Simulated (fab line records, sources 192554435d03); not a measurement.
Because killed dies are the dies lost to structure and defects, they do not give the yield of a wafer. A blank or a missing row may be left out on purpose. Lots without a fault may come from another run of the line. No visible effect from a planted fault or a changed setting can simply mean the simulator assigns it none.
Lot-split experiment + flow n5-finfet + 7 lots, 21 wafers read, on a route of 1938 steps

THE SPLIT ITSELF
At N5_FIN_SAQP_ETCH_65 (etches SiO2 in CF4, target depth 4 nm, time 4.4 s), the setting time-s was moved away from the recipe's 4.4 s on 8 of the 21 wafers read, by -21.5% to +14.6%. This setting was run at the recipe's value on the other wafers.

The reading comes from the split's own step.

THE READING
etch.depth-nm (the simulator's own value, which no gauge read), in nm, at N5_FIN_SAQP_ETCH_65 (etches SiO2 in CF4, target depth 4 nm, time 4.4 s). There is no usual value for it anywhere in the file. Across the 13 wafers here that went through the recipe, the average is 4.019 nm and the standard deviation 0.099 nm.

| wafer  | tool, chamber at the split | time-s as run, s | against the recipe | etch.depth-nm, nm | against lot-mates on the recipe |
|--------|----------------------------|------------------|--------------------|-------------------|---------------------------------|
| L076.1 | rie-si-01, 0               | 4.4              | recipe             | 3.817             | -                               |
| L076.4 | rie-si-01, 2               | 4.4              | recipe             | 4.011             | -                               |
| L076.6 | rie-si-01, 1               | 4.4              | recipe             | 3.964             | -                               |
| L077.2 | rie-si-03, 1               | 3.611            | -17.9%             | 3.3               | -0.626                          |
| L077.3 | rie-si-03, 2               | 3.611            | -17.9%             | 3.283             | -0.643                          |
| L077.6 | rie-si-03, 3               | 4.4              | recipe             | 3.926             | -                               |
| L082.1 | rie-si-03, 3               | 4.4              | recipe             | 4.015             | -                               |
| L082.4 | rie-si-03, 1               | 4.119            | -6.4%              | 3.783             | -0.232                          |
| L082.5 | rie-si-03, 2               | 4.119            | -6.4%              | 3.765             | -0.250                          |
| L086.2 | rie-si-05, 3               | 4.4              | recipe             | 4.158             | -                               |
| L086.3 | rie-si-05, 1               | 4.4              | recipe             | 4.155             | -                               |
| L086.6 | rie-si-05, 3               | 4.4              | recipe             | 4.114             | -                               |
| L093.1 | rie-si-01, 2               | 4.4              | recipe             | 4.058             | -                               |
| L093.2 | rie-si-01, 1               | 4.4              | recipe             | 4.022             | -                               |
| L093.6 | rie-si-01, 0               | 4.4              | recipe             | 3.872             | -                               |
| L094.1 | rie-si-03, 3               | 5.044            | +14.6%             | 4.607             | +0.552                          |
| L094.3 | rie-si-03, 2               | 5.044            | +14.6%             | 4.627             | +0.572                          |
| L094.6 | rie-si-03, 2               | 4.4              | recipe             | 4.055             | -                               |
| L097.2 | rie-si-05, 0               | 3.454            | -21.5%             | 3.095             | -0.980                          |
| L097.3 | rie-si-05, 2               | 4.4              | recipe             | 4.075             | -                               |
| L097.5 | rie-si-05, 0               | 3.454            | -21.5%             | 3.122             | -0.953                          |

FIT RESULTS
A straight line over all 21 wafers: etch.depth-nm changes by +0.0413 nm for each +1% of time-s; r = +0.98; the points scatter about the line by 0.083 nm.
The same after taking each lot's own level away (the mean of its wafers on the recipe; 21 wafers): +0.0403 nm for each +1%; r = +0.99; scatter 0.065 nm.
Per that fit: largest time-s move, reading shift of 0.87 nm.
Measured against the standard deviation above, the lots' own levels, which go from 3.9260 to 4.1423 nm, span 2.2 times it.
The two slopes agree, so the slope changes little with the lot-to-lot level.
Check: for one of the wafers moved furthest among these (-21.5%), held out of the fit, the line's prediction against its lot-mates is -0.835 nm. Against them it came out at -0.98 nm.

THESE WAFERS: OTHER SPLITS
Before the reading, these wafers also passed through other splits. Each is held against what the fit with the lots' levels taken away leaves over:
| other split on the same wafers  | wafers away from the commonest value | r with etch.depth-nm (lot level and that fit taken away) |
|---------------------------------|--------------------------------------|----------------------------------------------------------|
| N5_ZERO_LAYER_EXPOSE_08 dose-mj | 8                                    | -0.16                                                    |
| N5_ZERO_LAYER_DESCUM_16 time-s  | 6                                    | +0.19                                                    |
| N5_WELL_APT_EXPOSE_22 dose-mj   | 3                                    | -0.15                                                    |
| N5_WELL_APT_PEB_23 peb-time-s   | 6                                    | +0.03                                                    |

THE FILE'S OWN FIT
etch.depth-nm changes by +0.0403 nm for each +1% of time-s, r = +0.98.
